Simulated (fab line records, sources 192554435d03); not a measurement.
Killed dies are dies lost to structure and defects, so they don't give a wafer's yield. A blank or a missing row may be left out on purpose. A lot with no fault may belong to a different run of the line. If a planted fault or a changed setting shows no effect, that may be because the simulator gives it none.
Lot-split experiment + flow n5_finfet + route with 1938 steps; 7 lots, 21 wafers read

## THE SPLIT ITSELF
At N5_BEOL_M3_COAT_62 (time 60 s, resist thk 12 nm), the setting spin_rpm was moved away from the recipe's 1500 rpm on 6 of the 21 wafers read, by -6.4% to +8.9%. For the rest of the wafers, this setting stayed at what the recipe calls for.

## FROM THE SPLIT TO THE READING: what the file shows between them, 4 steps
- N5_BEOL_M3_COAT_73: time 60 s, resist thk 5 nm
- N5_BEOL_M3_COAT_05: resist thk 30 nm
- N5_BEOL_M3_DESCUM_16: chemistry O2, time 7 s
- N5_BEOL_M3_ETCH_74: etches underlayer in N2/H2, target depth 6.5 nm, time 5.2 s

## THE READING
CAR-EUV_of_BEOL_M3_COAT_05.thk_nm (the simulator's own value, which no gauge read), in nm, at N5_BEOL_M3_ETCH_63 (etches SiARC in CF4, target depth 15.6 nm, time 26 s). No usual value for it is given in the file. Across the 15 wafers here that went through the recipe, the average is 11.1 nm and the standard deviation 0.088 nm.

| wafer  | tool, chamber at the split | spin_rpm as run, rpm | against the recipe | CAR-EUV_of_BEOL_M3_COAT_05.thk_nm, nm | against lot-mates on the recipe |
|--------|----------------------------|----------------------|--------------------|---------------------------------------|---------------------------------|
| L083.2 | litho_track-02, 0          | 1555                 | +3.7%              | 11.2                                  | +0.0                            |
| L083.3 | litho_track-02, 0          | 1500                 | recipe             | 11.2                                  | -                               |
| L083.4 | litho_track-02, 0          | 1555                 | +3.7%              | 11.2                                  | +0.0                            |
| L086.2 | litho_track-02, 0          | 1500                 | recipe             | 11                                    | -                               |
| L086.3 | litho_track-02, 0          | 1500                 | recipe             | 11                                    | -                               |
| L086.6 | litho_track-02, 0          | 1500                 | recipe             | 11                                    | -                               |
| L088.2 | litho_track-04, 0          | 1596                 | +6.4%              | 11.6                                  | +0.4                            |
| L088.3 | litho_track-04, 0          | 1500                 | recipe             | 11.2                                  | -                               |
| L088.6 | litho_track-04, 0          | 1500                 | recipe             | 11.2                                  | -                               |
| L090.4 | litho_track-05, 0          | 1633                 | +8.9%              | 11.6                                  | +0.4                            |
| L090.5 | litho_track-05, 0          | 1500                 | recipe             | 11.2                                  | -                               |
| L090.6 | litho_track-05, 0          | 1500                 | recipe             | 11.2                                  | -                               |
| L092.2 | litho_track-04, 0          | 1500                 | recipe             | 11                                    | -                               |
| L092.3 | litho_track-04, 0          | 1404                 | -6.4%              | 10.8                                  | -0.3                            |
| L092.5 | litho_track-04, 0          | 1500                 | recipe             | 11.2                                  | -                               |
| L094.1 | litho_track-02, 0          | 1590                 | +6.0%              | 11.4                                  | +0.2                            |
| L094.2 | litho_track-02, 0          | 1500                 | recipe             | 11.2                                  | -                               |
| L094.3 | litho_track-02, 0          | 1500                 | recipe             | 11.2                                  | -                               |
| L096.3 | litho_track-02, 0          | 1500                 | recipe             | 11.2                                  | -                               |
| L096.5 | litho_track-02, 0          | 1500                 | recipe             | 11.2                                  | -                               |
| L096.4 | litho_track-02, 0          | 1500                 | recipe             | 11.2                                  | -                               |

THE FIT
A straight line over all 21 wafers: CAR-EUV_of_BEOL_M3_COAT_05.thk_nm changes by +0.0504 nm for each +1% of spin_rpm; r = +0.87; the points scatter about the line by 0.095 nm.
The same after taking each lot's own level away (the mean of its wafers on the recipe; 21 wafers): +0.0424 nm for each +1%; r = +0.90; scatter 0.067 nm.
That fit puts the effect of the largest move of spin_rpm on the reading at 0.38 nm.
From 11.00 to 11.20 nm: that is the span of the lots' own levels, equal to 2.3 times the standard deviation above.
In other words, the slope is changed by the lot-to-lot level; the two fits disagree.
Check: with one of the wafers moved furthest among these (+8.9%) left out of the fit, the line predicts +0.346 nm for it against its lot-mates. Against them it came out at +0.4 nm.

## THESE WAFERS: OTHER SPLITS
Note: prior to the reading, these wafers also went through further splits. Each is held against what the fit with the lots' levels taken away leaves over:
| other split on the same wafers | wafers away from the commonest value | r with CAR-EUV_of_BEOL_M3_COAT_05.thk_nm (lot level and that fit taken away) |
|--------------------------------|--------------------------------------|------------------------------------------------------------------------------|
| N5_BEOL_M2_DESCUM_33 time_s    | 6                                    | +0.56                                                                        |
| N5_BEOL_M3_PECVD_72 time_s     | 9                                    | -0.32                                                                        |

## THE WHOLE CHAIN: every reading that the file lists as answering this split, in the file's order
| step               | what it does                                         | reading                                                                            | change (the file's fit)                | r (the file's) |
|--------------------|------------------------------------------------------|------------------------------------------------------------------------------------|----------------------------------------|----------------|
| N5_BEOL_M3_COAT_62 | time 60 s, resist thk 12 nm                          | SiARC_of_BEOL_M3_COAT_62.thk_nm (the simulator's own value, which no gauge read)   | -0.0562 nm for each +1% of the setting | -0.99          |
| N5_BEOL_M3_ETCH_63 | etches SiARC in CF4, target depth 15.6 nm, time 26 s | etch.depth_nm (the simulator's own value, which no gauge read)                     | -0.061 nm for each +1% of the setting  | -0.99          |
| N5_BEOL_M3_ETCH_63 | etches SiARC in CF4, target depth 15.6 nm, time 26 s | CAR-EUV_of_BEOL_M3_COAT_05.thk_nm (the simulator's own value, which no gauge read) | +0.0439 nm for each +1% of the setting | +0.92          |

## FILE'S OWN FIT
CAR-EUV_of_BEOL_M3_COAT_05.thk_nm changes by +0.0439 nm for each +1% of spin_rpm, r = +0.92.
